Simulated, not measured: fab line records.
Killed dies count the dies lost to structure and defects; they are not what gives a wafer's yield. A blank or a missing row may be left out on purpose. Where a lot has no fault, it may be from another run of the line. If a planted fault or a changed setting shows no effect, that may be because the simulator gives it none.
Split-lot study + flow n5_finfet + 7 lots, 21 wafers read, on a route of 1938 steps

## THE SPLIT
At N5_BEOL_M10_PEB_26 (peb time 60 s), the setting peb_time_s was moved away from the recipe's 60 s on 7 of the 21 wafers read, by -14.2% to +19.9%. All remaining wafers had this setting at the recipe value.

## FROM THE SPLIT TO THE READING: what the file shows between them, 1 step
- N5_BEOL_M10_DEVELOP_27: develop time 30 s

## THE READING
cd_nm, in nm, at N5_BEOL_M10_CD_MEAS_28 (target cd 70 nm). Typical for fault-free wafers on this fab line: 69.8 nm, with standard deviation 0.84 nm.

| wafer  | tool, chamber at the split | peb_time_s as run, s | against the recipe | cd_nm, nm | against lot-mates on the recipe |
|--------|----------------------------|----------------------|--------------------|-----------|---------------------------------|
| L075.1 | litho_track-05, 0          | 60                   | recipe             | 69.3      | -                               |
| L075.3 | litho_track-05, 0          | 60                   | recipe             | 70.0      | -                               |
| L075.6 | litho_track-05, 0          | 54.18                | -9.7%              | 65.4      | -4.2                            |
| L081.2 | litho_track-02, 0          | 60                   | recipe             | 70.3      | -                               |
| L081.5 | litho_track-02, 0          | 60                   | recipe             | 68.7      | -                               |
| L081.6 | litho_track-02, 0          | 60                   | recipe             | 69.1      | -                               |
| L083.1 | litho_track-02, 0          | 60                   | recipe             | 69.7      | -                               |
| L083.3 | litho_track-02, 0          | 71.29                | +18.8%             | 77.0      | +7.3                            |
| L083.4 | litho_track-02, 0          | 71.29                | +18.8%             | 76.6      | +6.9                            |
| L086.2 | litho_track-05, 0          | 69.81                | +16.3%             | 77.7      | +6.9                            |
| L086.4 | litho_track-05, 0          | 69.81                | +16.3%             | 77.0      | +6.2                            |
| L086.6 | litho_track-05, 0          | 60                   | recipe             | 70.8      | -                               |
| L088.1 | litho_track-02, 0          | 60                   | recipe             | 70.1      | -                               |
| L088.3 | litho_track-02, 0          | 51.49                | -14.2%             | 63.5      | -6.5                            |
| L088.6 | litho_track-02, 0          | 60                   | recipe             | 70.0      | -                               |
| L093.1 | litho_track-04, 0          | 60                   | recipe             | 68.1      | -                               |
| L093.2 | litho_track-04, 0          | 60                   | recipe             | 69.7      | -                               |
| L093.4 | litho_track-04, 0          | 71.92                | +19.9%             | 76.1      | +7.2                            |
| L095.2 | litho_track-05, 0          | 60                   | recipe             | 69.5      | -                               |
| L095.4 | litho_track-05, 0          | 60                   | recipe             | 68.6      | -                               |
| L095.6 | litho_track-05, 0          | 60                   | recipe             | 69.7      | -                               |

THE FIT
A straight line over all 21 wafers: cd_nm changes by +0.407 nm for each +1% of peb_time_s; r = +0.98; the points scatter about the line by 0.82 nm.
The same after taking each lot's own level away (the mean of its wafers on the recipe; 21 wafers): +0.397 nm for each +1%; r = +0.99; scatter 0.53 nm.
Per that fit: largest peb_time_s move, reading shift of 7.9 nm.
The span of the lots' own levels, 68.90 to 70.80 nm, comes to 2.3 times the standard deviation stated above.
So the lot-to-lot level changes the slope little: the two slopes agree.
Check: +7.91 nm against its lot-mates is what the line predicts for one of the wafers moved furthest among these (+19.9%) when that wafer is left out of the fit. Against them it came out at +7.2 nm.

## FURTHER SPLITS ON THESE WAFERS
Other splits were also applied to these wafers ahead of the reading. Each is held against what the fit with the lots' levels taken away leaves over:
| other split on the same wafers | wafers away from the commonest value | r with cd_nm (lot level and that fit taken away) |
|--------------------------------|--------------------------------------|--------------------------------------------------|
| N5_BEOL_M9_EXPOSE_08 dose_mj   | 9                                    | -0.08                                            |

## THE FILE'S OWN FIT
cd_nm changes by +0.395 nm for each +1% of peb_time_s, r = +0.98.
